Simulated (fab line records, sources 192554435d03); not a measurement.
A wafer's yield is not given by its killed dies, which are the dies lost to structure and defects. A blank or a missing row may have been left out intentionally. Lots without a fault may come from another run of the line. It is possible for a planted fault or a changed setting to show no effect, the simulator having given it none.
fab line records	flow n5_finfet
record: lots: 4	wafers: 12	last_day: 15
route steps=1938 shown BEOL_M2@919 BEOL_M3@931 BEOL_M4@1111 PASSIVATION@1936
lots that met no fault: taken from a fault-free run of the same line
start_h: start of the lot's first displayed wafer, in hours after the record's first day	wait_h: time in hours since the lot's previous step	" repeats the value in the row above	L1.1+2: a single row standing in for several wafers	- no value, or no start given	* or withheld: withheld	< > ~ a bound
route shown NAME@n: NAME is a module with steps in the file, n the number in the route of the first one	usual: mean/standard deviation of fault-free wafers	same: alike in all rows	chamber/n: place in a boat	sites: each site's reading	_std_site: how widely they spread, as a standard deviation	_edge_site: outer sites' mean less inner sites'	radius_mm: how far each site lies from the wafer's centre	mask NAME#n: copy n	behind: the tool/chamber that last shaped the wafer	hold: reason for holding the lot/hours on hold/outcome of the hold	device: names the non-switching transistor (n, p or np)	end of line: the same wafers' tests at the end of the route	a step with no rows: only its recipe	killed: not the wafer's yield, but the dies lost to structure and defects at the first sort	map: shows each die of a wafer: x if killed, . if not, _ if none is there
set.NAME: the setting that was run; set.NAME@STEP: the one run at that earlier step	model.NAME: the simulator's own value behind a step, which no gauge read
lots at some steps of the route; a table a step, a row a wafer
services: when a tool's chamber went out of use (start_h, in hours from the record's first day, below 0 if earlier), for how many hours, and the reason
== steps ==
step: N5_BEOL_M2_ANNEAL_95
recipe: temp_c: 400	time_s: 240	ambient: vacuum
step: N5_BEOL_M2_SPUTTER_96
recipe: material: Cu	target_thk_a: 45	temp_c: -20	chamber_pressure_pa: 0.07	power_w: withheld	time_s: 8.29
step: N5_BEOL_M2_ECD_50
recipe: material: Cu	target_thk_a: 3000
step: N5_BEOL_M2_ANNEAL_51
recipe: temp_c: 225	time_s: 90	ambient: N2
step: N5_BEOL_M2_CMP_52
recipe: stop_on: SiOC	t_overpolish_s: 6.8	down_force_psi: 1	platen_rpm: 50	clearing_platen_down_force_psi: 1.5	clearing_platen_rpm: 50	post_cmp_clean: cu_alkaline	target_thk_nm: 40	clearing_platen_pad_velocity_m_s: 0.99484	pad_velocity_m_s: 0.99484
step: N5_BEOL_M2_PRE_CLEAN_60
recipe: gas: NH3/H2	time_s: 15	temp_c: *	rf_power_w: 300
step: N5_BEOL_M2_CO_CAP_55
recipe: material: Co	target_thk_a: 20	temp_c: 200	precursor: CCTBA/H2	pressure_torr: 30	time_s: 102.1
step: N5_BEOL_M2_PRE_CLEAN_56
recipe: gas: NH3	time_s: 15	temp_c: withheld	rf_power_w: 300
step: N5_BEOL_M2_DEP_57
recipe: material: SiCN	target_thk_a: 80	temp_c: withheld	precursor: 3MS/NH3	pressure_torr: 3	rf_w: 202	time_s: 14
step: N5_BEOL_M3_ILD_DEP_00
recipe: material: SiOC	target_thk_a: 790	temp_c: 350	precursor: DEMS/O2	pressure_torr: 5	rf_w: 500	time_s: 15.3
usual: heater_power_w: 479/65	showerhead_plenum_p_Torr: 5.693/0.015	throttle_valve_pct: 11.7/0.46
lot.wafer	tool	chamber	start_h	wait_h	heater_power_w	showerhead_plenum_p_Torr	throttle_valve_pct	model.SiOC_of_BEOL_M3_ILD_DEP_00.thk_nm
L916.1	pecvd-03	1	161.52	0.0	487	5.690	12.0	78
L916.3	"	2	"	"	434	5.680	11.4	78
L916.6	"	0	"	"	446	5.691	11.7	79.8
L925.1	pecvd-03	1	220.55	0.0	497	5.691	12.0	68.4
L925.2	"	0	"	"	440	5.707	11.9	79.6
L925.3	"	2	"	"	427	5.677	11.4	78.2
L926.1	pecvd-03	1	221.42	0.0	472	5.691	12.0	68
L926.2	"	0	"	"	442	5.689	11.5	79
L926.5	"	0	"	"	443	5.705	11.7	79.2
L929.1	pecvd-04	2	237.00	0.0	547	5.671	11.7	79.6
L929.4	"	2	"	"	536	5.674	11.6	80.2
L929.6	"	1	"	"	657	5.713	12.0	80.8
step: N5_BEOL_M3_THK_MEAS_01
recipe: reads: SiOC_of_BEOL_M3_ILD_DEP_00
usual: M3_ILD_THK: 79.3/0.88
lot.wafer	tool	chamber	start_h	wait_h	M3_ILD_THK[nm]
L916.1	film_metro-02	-	161.59	0.0	78.0
L916.3	"	-	"	"	78.1
L916.6	"	-	"	"	79.7
L925.1	film_metro-02	-	220.62	0.0	68.5
L925.2	"	-	"	"	79.5
L925.3	"	-	"	"	78.2
L926.1	film_metro-02	-	221.49	0.0	68.1
L926.2	"	-	"	"	78.9
L926.5	"	-	"	"	79.2
L929.1	film_metro-01	-	237.07	0.0	79.6
L929.4	"	-	"	"	80.2
L929.6	"	-	"	"	80.8
step: N5_BEOL_M3_PECVD_72
recipe: material: SiO2	target_thk_a: 160	temp_c: 400	precursor: TEOS/O2	pressure_torr: 5.5	rf_w: 450	teos_flow_sccm: 53.8	gas: O2	flow_sccm: 3000	time_s: 18
step: N5_BEOL_M3_HM_DEP_02
recipe: material: TiN	target_thk_a: 200	temp_c: 25	chamber_pressure_pa: 0.49996
step: N5_BEOL_M3_COAT_61
recipe: resist: SOC	temp_c: 250	time_s: 60	spin_rpm: 1500	resist_thk_nm: 60
step: N5_BEOL_M3_COAT_62
recipe: resist: SiARC	temp_c: 220	time_s: 60	spin_rpm: 1500	resist_thk_nm: 12
step: N5_BEOL_M3_COAT_73
recipe: resist: underlayer	temp_c: 205	time_s: 60	spin_rpm: 1500	resist_thk_nm: 5
step: N5_BEOL_M3_COAT_05
recipe: resist: CAR-EUV	spin_rpm: 1500	resist_thk_nm: 30
step: N5_BEOL_M3_EBR_07
recipe: solvent: PGMEA	ebr_width_mm: 1.5
step: N5_BEOL_M3_SOFTBAKE_06
recipe: temp_c: 110	time_s: 60	resist: CAR-EUV
step: N5_BEOL_M3_EXPOSE_08
recipe: mask_id: M3	na: 0.33	source_shape: dipole	sigma_inner: 0.369	sigma_outer: 0.767	polarization: unpolarized	dose_mj: 33
step: N5_BEOL_M3_PEB_09
recipe: peb_temp_c: 100	peb_time_s: 60	resist: CAR-EUV
step: N5_BEOL_M3_DEVELOP_10
recipe: develop_time_s: 30	developer: TMAH	resist: CAR-EUV	rinse_liquid: surfactant_rinse	dry: air_spin	dev_temp_c: 23
step: N5_BEOL_M3_DESCUM_16
recipe: chemistry: O2	time_s: 7	source_power_w: 50	bias_power_w: 20	pressure_mtorr: 20	rf_frequency_hz: 2.712e+07	temp_c: 40	resist: CAR-EUV	o2_flow_sccm: 225
step: N5_BEOL_M3_ETCH_74
recipe: chemistry: N2/H2	target: underlayer	target_depth_a: 65	mask_material: CAR-EUV	time_s: 5.2	ion_energy_ev: 200	pressure_mtorr: 30	source_w: 840	bias_w: 150	n2_flow_sccm: 200	h2_flow_sccm: 200	ends: cleared
step: N5_BEOL_M3_ETCH_63
recipe: chemistry: CF4	target: SiARC	target_depth_a: 156	mask_material: CAR-EUV	time_s: 26	ion_energy_ev: 80	pressure_mtorr: 40	source_w: 545	bias_w: 36	Ar_flow_sccm: 100	cf4_flow_sccm: 100	ends: cleared
step: N5_BEOL_M3_ETCH_64
recipe: chemistry: N2/H2	target: SOC	target_depth_a: 750	overetch_a: 150	mask_material: SiARC	temp_c: 40	time_s: 112.5	ion_energy_ev: 200	pressure_mtorr: 30	source_w: 840	bias_w: 150	n2_flow_sccm: 200	h2_flow_sccm: 200
step: N5_BEOL_M3_STRIP_65
recipe: chemistry: N2/H2	temp_c: 40	n2_flow_sccm: 200	h2_flow_sccm: 200	rf_frequency_hz: 6e+07
step: N5_BEOL_M3_STRIP_75
recipe: chemistry: N2/H2	temp_c: 40	n2_flow_sccm: 200	h2_flow_sccm: 200	rf_frequency_hz: 6e+07
step: N5_BEOL_M3_STRIP_66
recipe: chemistry: CF4	resist: SiARC	power_w: 300	bias_power_w: 75	pressure_mtorr: 50	cf4_flow_sccm: 150	rf_frequency_hz: 6e+07
step: N5_BEOL_M3_HM_OPEN_17
recipe: chemistry: Cl2/BCl3	target_depth_a: 200	overetch_a: 60	target: TiN	mask_material: SOC	ion_energy_ev: 150	pressure_mtorr: 10	icp_w: 1000	bias_w: 126	Cl2_flow_sccm: 53.25	bcl3_flow_sccm: 21.75	Ar_flow_sccm: 25
step: N5_BEOL_M3_STRIP_19
recipe: chemistry: O2	power_w: 400	temp_c: 40	pressure_mtorr: 30	rf_frequency_hz: 6e+07	bias_power_w: 0	overash_fraction: 0.2	o2_flow_sccm: 225
step: N5_BEOL_M3_COAT_67
recipe: resist: SOC	temp_c: 250	time_s: 60	spin_rpm: 1500	resist_thk_nm: 60
step: N5_BEOL_M3_COAT_68
recipe: resist: SiARC	temp_c: 220	time_s: 60	spin_rpm: 1500	resist_thk_nm: 12
step: N5_BEOL_M3_COAT_76
recipe: resist: underlayer	temp_c: 205	time_s: 60	spin_rpm: 1500	resist_thk_nm: 5
step: N5_BEOL_M3_COAT_22
recipe: resist: CAR-EUV	spin_rpm: 1500	resist_thk_nm: 30
step: N5_BEOL_M3_CMP_52
recipe: stop_on: SiOC	t_overpolish_s: 6.8	down_force_psi: 1	platen_rpm: 50	clearing_platen_down_force_psi: 1.5	clearing_platen_rpm: 50	post_cmp_clean: cu_alkaline	target_thk_nm: 40	clearing_platen_pad_velocity_m_s: 0.99484	pad_velocity_m_s: 0.99484
usual: clearing_platen_rpm: 49.999/0.025	motor_current_A: 6.1/0.44
lot.wafer	tool	chamber	start_h	wait_h	clearing_platen_rpm	motor_current_A	model.SiOC_of_BEOL_M3_ILD_DEP_00.thk_nm	model.Cu_of_BEOL_M3_ECD_50.thk_nm
L916.1	cmp-02	1	172.88	0.4	49.994	5.8	75	40
L916.3	"	2	"	"	49.971	5.5	75	41
L916.6	"	1	"	"	50.036	6.2	76.8	42
L926.2	cmp-03	1	229.45	0.3	50.016	6.0	76	40.8
L926.1	"	2	"	"	49.956	6.4	65	28.8
L926.5	"	0	"	"	49.962	5.7	76.2	40.8
L925.2	cmp-03	2	233.32	0.2	49.998	6.3	76.6	41.4
L925.3	"	3	"	"	50.002	6.8	75.2	39.4
L925.1	"	0	"	"	50.019	6.1	65.4	29.6
L929.4	cmp-04	3	245.16	0.2	49.946	6.3	77.2	42.2
L929.1	"	0	"	"	49.993	5.2	76.6	40.6
L929.6	"	1	"	"	49.982	5.7	77.8	40.6
step: N5_BEOL_M4_RC_MEAS_101
usual: DIBL_N: 36.3/1.2	DIBL_P: 36.1/1.6	IOFF_N: 0.161/0.023	IOFF_P: 0.209/0.027	ION_N: 676/8.9	ION_P: 462/5.3	SS_N: 71.5/0.51	SS_P: 73.2/0.5	VT_N: 249.1/2.5	VT_P: -249.9/2.8
lot.wafer	tool	chamber	start_h	wait_h	DIBL_N[mV/V]	DIBL_P[mV/V]	IOFF_N[nA/um]	IOFF_P[nA/um]	ION_N[uA/um]	ION_P[uA/um]	SS_N[mV/dec]	SS_P[mV/dec]	VT_N[mV]	VT_P[mV]
L916.1	prober-02	0	182.03	0.0	35.4	34.6	0.138	0.187	670	460	71.3	72.8	252.4	-251.8
L916.3	"	0	"	"	34.7	33.9	0.127	0.180	667	457	71.2	72.4	254.7	-250.7
L916.6	"	0	"	"	35.0	34.1	0.129	0.174	673	462	70.6	72.8	253.5	-251.3
L926.1	prober-02	0	241.40	0.0	36.4	35.1	0.152	0.194	655	455	72.1	72.9	251.2	-248.7
L926.2	"	0	"	"	35.6	34.5	0.137	0.185	660	454	71.6	72.6	250.5	-252.4
L926.5	"	0	"	"	37.2	36.1	0.157	0.204	668	459	72.2	73.9	253.0	-250.1
L925.1	prober-02	0	246.32	0.0	37.5	36.2	0.169	0.252	674	463	71.9	73.3	247.4	-244.1
L925.2	"	0	"	"	35.9	35.7	0.154	0.234	683	476	71.2	73.4	247.7	-246.4
L925.3	"	0	"	"	34.5	32.5	0.121	0.199	664	466	70.4	72.5	255.4	-246.6
L929.1	prober-01	0	256.56	0.0	38.4	36.6	0.189	0.214	680	463	71.4	73.3	246.8	-251.5
L929.4	"	0	"	"	37.1	35.1	0.146	0.190	663	459	71.3	73.0	252.3	-252.8
L929.6	"	0	"	"	37.0	35.6	0.159	0.202	673	458	71.1	72.6	248.4	-249.5
step: N5_PASSIVATION_PROBE_49
usual: defect_limited_yield: 91.3/1.5	killed_at_M0_to_M3: 35/10	killed_at_M4_up: 13/5.3	killed_at_contacts: 12/5.7	killed_at_front_end: 39/11	killed_at_other: 3.3/2.7	killed_dies: 102/18	killed_open: 67/13	killed_short: 34/7.8	sort_bin_5_function: 5.1/1	sort_bin_6_memory: 3.3/0.68	sort_bin_8_speed: 0/0	sort_n_pass: 1078/18	sort_yield_pct: 91.3/1.5
same: gross_dies: 1180	killed_at_back_side: 0	sort_bin_4_leakage[%]: 0
lot.wafer	tool	chamber	start_h	wait_h	defect_limited_yield[%]	killed_at_M0_to_M3	killed_at_M4_up	killed_at_contacts	killed_at_front_end	killed_at_other	killed_dies	killed_open	killed_short	sort_bin_5_function[%]	sort_bin_6_memory[%]	sort_bin_8_speed[%]	sort_n_pass	sort_yield_pct[%]
L916.1	prober-02	-	278.35	0.0	89.3	45	11	10	53	7	126	82	43	5.1	4.7	0	1054	89.3
L916.3	prober-02	-	278.45	0.1	90.6	44	24	9	29	5	111	76	33	5.5	3.5	0	1069	90.6
L916.6	prober-02	-	278.60	0.3	91.4	38	12	11	35	5	101	57	43	4.6	3.6	0	1079	91.4
L926.1	prober-02	-	341.64	0.7	90.8	39	15	22	32	1	109	76	30	5.8	3.1	0.08	1071	90.8
L926.2	prober-02	-	341.69	0.7	90.7	28	22	16	43	1	110	69	40	5.8	3.1	0	1070	90.7
L926.5	prober-02	-	341.84	0.9	88.6	26	27	19	61	1	134	93	37	6.4	4.6	0	1046	88.6
L925.1	prober-02	-	352.27	0.0	92.7	23	22	7	32	2	86	60	25	4.4	2.8	0.08	1094	92.7
L925.2	prober-02	-	352.32	0.1	92.8	25	11	6	31	12	85	56	28	3.6	3.2	0	1095	92.8
L925.3	prober-02	-	352.37	0.1	94.7	22	11	7	21	2	63	41	22	3.8	1.4	0	1117	94.7
L929.1	prober-02	-	358.48	0.0	90.8	40	11	12	41	5	109	72	37	5.3	3.6	0	1071	90.8
L929.4	prober-02	-	358.63	0.2	93.8	36	8	6	21	2	73	58	14	3.8	2.3	0	1107	93.8
L929.6	prober-02	-	358.73	0.3	90.3	45	11	6	49	3	114	72	42	5.0	4.1	0	1066	90.3
killed by level:class
L916.1 STI_FIN_REVEAL:geometric_particle:open=24 BEOL_M0_SAQP:geometric_particle:open=16 BEOL_M0_SAQP:geometric_particle:short=15 MOL_CONTACT_COAG:geometric_particle:open=7 BEOL_M0:geometric_particle:open=7 FIN_SAQP:geometric_particle:short=6 FIN_SAQP:geometric_particle:open=5 GATE_CUT:geometric_particle:short=5
L916.3 BEOL_M2:geometric_particle:open=12 BEOL_M0_SAQP:geometric_particle:short=10 BEOL_M4:geometric_particle:open=9 MOL_CONTACT_COAG:geometric_particle:open=8 STI_FIN_REVEAL:geometric_particle:open=6 BEOL_M3:geometric_particle:open=6 FIN_SAQP:geometric_particle:open=5 FIN_SAQP:geometric_particle:short=5
L916.6 BEOL_M0_SAQP:geometric_particle:short=10 BEOL_M0_SAQP:geometric_particle:open=10 FIN_SAQP:geometric_particle:short=9 MOL_CONTACT_COAG:geometric_particle:open=9 FIN_SAQP:geometric_particle:open=8 STI_FIN_REVEAL:geometric_particle:open=6 BEOL_M4:geometric_particle:open=6 BEOL_M2:geometric_particle:open=6
L926.1 MOL_CONTACT_COAG:geometric_particle:open=17 BEOL_M2:geometric_particle:open=11 STI_FIN_REVEAL:geometric_particle:open=10 FIN_SAQP:geometric_particle:open=6 BEOL_M4:geometric_particle:open=6 BEOL_M0_SAQP:geometric_particle:short=5 MOL_CONTACT_COAG:geometric_particle:short=5 BEOL_M3:geometric_particle:open=5
L926.2 BEOL_M4:geometric_particle:open=17 MOL_CONTACT_COAG:geometric_particle:open=12 FIN_SAQP:geometric_particle:short=11 BEOL_M1:geometric_particle:open=8 STI_FIN_REVEAL:geometric_particle:open=6 STARTING-WAFER:geometric_particle:short=6 FIN_SAQP:geometric_particle:open=5 ILD0:geometric_particle:short=5
L926.5 STI_FIN_REVEAL:geometric_particle:open=29 MOL_CONTACT_COAG:geometric_particle:open=17 BEOL_M4:geometric_particle:open=11 STI_FIN_REVEAL:geometric_particle:short=8 BEOL_M4:geometric_particle:short=7 FIN_SAQP:geometric_particle:open=6 FIN_SAQP:geometric_particle:short=5 BEOL_M0_SAQP:geometric_particle:short=5
L925.1 BEOL_M4:geometric_particle:open=15 FIN_SAQP:geometric_particle:open=6 MOL_CONTACT_COAG:geometric_particle:open=6 BEOL_M0_SAQP:geometric_particle:short=6 BEOL_M2:geometric_particle:open=6 STI_FIN_REVEAL:geometric_particle:open=4 SDB:geometric_particle:short=4 BEOL_M0_SAQP:geometric_particle:open=4
L925.2 STI_FIN_REVEAL:geometric_particle:open=9 FIN_SAQP:geometric_particle:short=7 FIN_SAQP:geometric_particle:open=7 BEOL_M0_SAQP:geometric_particle:short=7 BEOL_M2:geometric_particle:open=7 MOL_CONTACT_COAG:geometric_particle:open=4 BEOL_M4:geometric_particle:open=4 BEOL_M0_SAQP:geometric_particle:open=3
L925.3 BEOL_M0_SAQP:geometric_particle:open=11 MOL_CONTACT_COAG:geometric_particle:open=6 STI_FIN_REVEAL:geometric_particle:open=5 BEOL_M0_SAQP:geometric_particle:short=5 BEOL_M4:geometric_particle:open=5 BEOL_M2:geometric_particle:open=3 BEOL_M4:geometric_particle:short=3 STARTING-WAFER:geometric_particle:short=3
L929.1 MOL_CONTACT_COAG:geometric_particle:open=9 BEOL_M3:geometric_particle:open=9 BEOL_M2:geometric_particle:open=8 GATE_CUT:geometric_particle:open=7 BEOL_M0_SAQP:geometric_particle:short=7 GATE_CUT:geometric_particle:short=6 BEOL_M4:geometric_particle:open=6 FIN_SAQP:geometric_particle:open=5
L929.4 BEOL_M1:geometric_particle:open=13 BEOL_M0_SAQP:geometric_particle:open=9 BEOL_M3:geometric_particle:open=7 STI_FIN_REVEAL:geometric_particle:open=6 BEOL_M4:geometric_particle:open=6 MOL_CONTACT_COAG:geometric_particle:open=4 GATE_CUT:geometric_particle:open=3 GATE_CUT:geometric_particle:short=3
L929.6 BEOL_M3:geometric_particle:open=15 GATE_CUT:geometric_particle:short=10 BEOL_M1:geometric_particle:open=7 GATE_CUT:geometric_particle:open=7 FIN_SAQP:geometric_particle:open=6 STI_FIN_REVEAL:geometric_particle:open=6 MOL_CONTACT_COAG:geometric_particle:open=5 BEOL_M0_SAQP:geometric_particle:open=5
== services ==
tool	chamber	start_h	hours	kind
cmp-03	-	142.93	1.2	repair
cmp-04	-	149.07	6.8	pm
cmp-04	-	164.22	2.1	repair
cmp-03	-	164.27	0.9	repair
pecvd-04	0	172.81	5.5	scheduled_down
cmp-04	-	174.93	1.3	repair
cmp-03	-	175.11	3.4	pm
pecvd-04	0	184.52	2.1	scheduled_down
pecvd-03	2	190.05	6.5	repair
cmp-03	-	195.42	1.8	repair
pecvd-04	2	202.39	-	clean
pecvd-04	2	202.39	-	consumable_replace:showerhead
pecvd-04	2	202.39	29.0	scheduled_down
pecvd-04	2	202.39	29.0	vent_cycle
cmp-04	-	209.28	0.9	repair
cmp-02	-	227.66	5.5	pm
pecvd-03	0	231.60	8.4	repair
cmp-03	-	238.32	4.0	pm
cmp-03	-	242.32	-	consumable_replace:conditioner
cmp-03	-	242.32	-	consumable_replace:pad
== key ==
first_sign: step: N5_BEOL_M3_THK_MEAS_01	reading: M3_ILD_THK	direction: down	sigmas: 12	usual: 79.3	struck: 68.3
effect none on later readings
model_effect: step: N5_BEOL_M3_ILD_DEP_00	value: SiOC_of_BEOL_M3_ILD_DEP_00.thk_nm	without: 78	struck: 68.2
model_effect: step: N5_BEOL_M3_CMP_52	value: SiOC_of_BEOL_M3_ILD_DEP_00.thk_nm	without: 75	struck: 65.2
met_at N5_BEOL_M3_ILD_DEP_00
struck_wafers L925.1,L926.1
onset_between 161.52 220.55
fault: kind: process_parameter_drift	tool: pecvd-03	chamber: -	onset_h: 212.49	steps: N5_BEOL_M3_ILD_DEP_00	channel: time_s	offset: *	shape: step	end_h: 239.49	scope: struck_wafers_only	acts_in: *	stated: *
